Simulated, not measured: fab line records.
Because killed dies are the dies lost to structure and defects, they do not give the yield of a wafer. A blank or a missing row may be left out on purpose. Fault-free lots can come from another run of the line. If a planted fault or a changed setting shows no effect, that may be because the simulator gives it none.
Which tool did it? | flow n5 finfet | Sampling: 11 lots, 32 wafers, 2 of 1938 route steps

## WHAT THE GAUGES SHOWED, per wafer
N5_BEOL_M13_OVL_MEAS_11. Usual: V12_OVL gives -5 nm (standard deviation 4.9).
lot  | measured     | on         | V12_OVL (nm) | flag
L674 | day 10 07:49 | overlay-02 | -3 -3 -10    |
L676 | day 11 06:22 | overlay-01 | -9 -6 -9     |
L678 | day 11 16:34 | overlay-02 | 1 -2 2       |
L679 | day 11 16:58 | overlay-01 | 2 1 2        |
L689 | day 14 13:50 | overlay-01 | -14 -10      |
L691 | day 15 07:16 | overlay-02 | -8 -10 -17   |
L692 | day 15 07:39 | overlay-01 | -2 -4 -6     |
L694 | day 15 15:11 | overlay-01 | -8 -9 -5     |
L693 | day 15 15:20 | overlay-02 | -9 -13 -6    |
L695 | day 16 01:21 | overlay-01 | -3 -5 0      |
L697 | day 16 11:47 | overlay-01 | 0 -1 1       |

N5_BEOL_M13_CD_MEAS_28: target cd 209.5 nm. Usual: cd nm reads 209.1 nm (standard deviation 1.7).
lot  | measured     | on        | cd nm (nm)        | flag
L674 | day 10 08:51 | cd sem-02 | 209.3 209.9 207.3 |
L676 | day 11 07:22 | cd sem-03 | 206.9 208.4 207.7 |
L678 | day 11 17:28 | cd sem-01 | 209.4 209.6 210.7 |
L679 | day 11 18:16 | cd sem-01 | 209.3 209.7 210.1 |
L689 | day 14 14:52 | cd sem-01 | 207.2 209.9       |
L691 | day 15 08:11 | cd sem-01 | 207.2 209.2 205.5 |
L692 | day 15 08:34 | cd sem-03 | 209.5 210.8 208.8 |
L694 | day 15 16:07 | cd sem-02 | 210.5 210.8 206.7 |
L693 | day 15 16:39 | cd sem-03 | 210.4 207.8 209.2 |
L695 | day 16 02:16 | cd sem-02 | 206.6 207.3 212.1 |
L697 | day 16 12:50 | cd sem-03 | 210.9 210.9 211.6 |

## EACH LOT AND THE TOOL THAT RAN IT (in order: tool; ch and the chambers of the sampled wafers; start)
Record: no process step prior to these readings.

## AS READ BY THE TOOLS THEMSELVES (means over the sampled wafers that have a number; for cases with no such wafer, the mark the record gives instead)
The record holds no such reading with a usual standard deviation.

## THE ANSWER, worked out from the rows above alone
Rule: take the mean of a lot's wafers that have a number; if it is more than 3 standard deviations from the usual mean, the lot is off. A lot without any number at a reading at which 4 lots or more have one is off too. Where the step has rows for the other lots, those lots are counted as sound. Order of review: gauges by route order, followed by the tools' own readings, for which a lot's mean as printed above is used. At the first step where some lot is off, the reading lying furthest off is the one used; lots without a number count as furthest.
No lot is off at any reading shown: from this, nothing can be told.

## WHAT THE SIMULATOR PUT IN
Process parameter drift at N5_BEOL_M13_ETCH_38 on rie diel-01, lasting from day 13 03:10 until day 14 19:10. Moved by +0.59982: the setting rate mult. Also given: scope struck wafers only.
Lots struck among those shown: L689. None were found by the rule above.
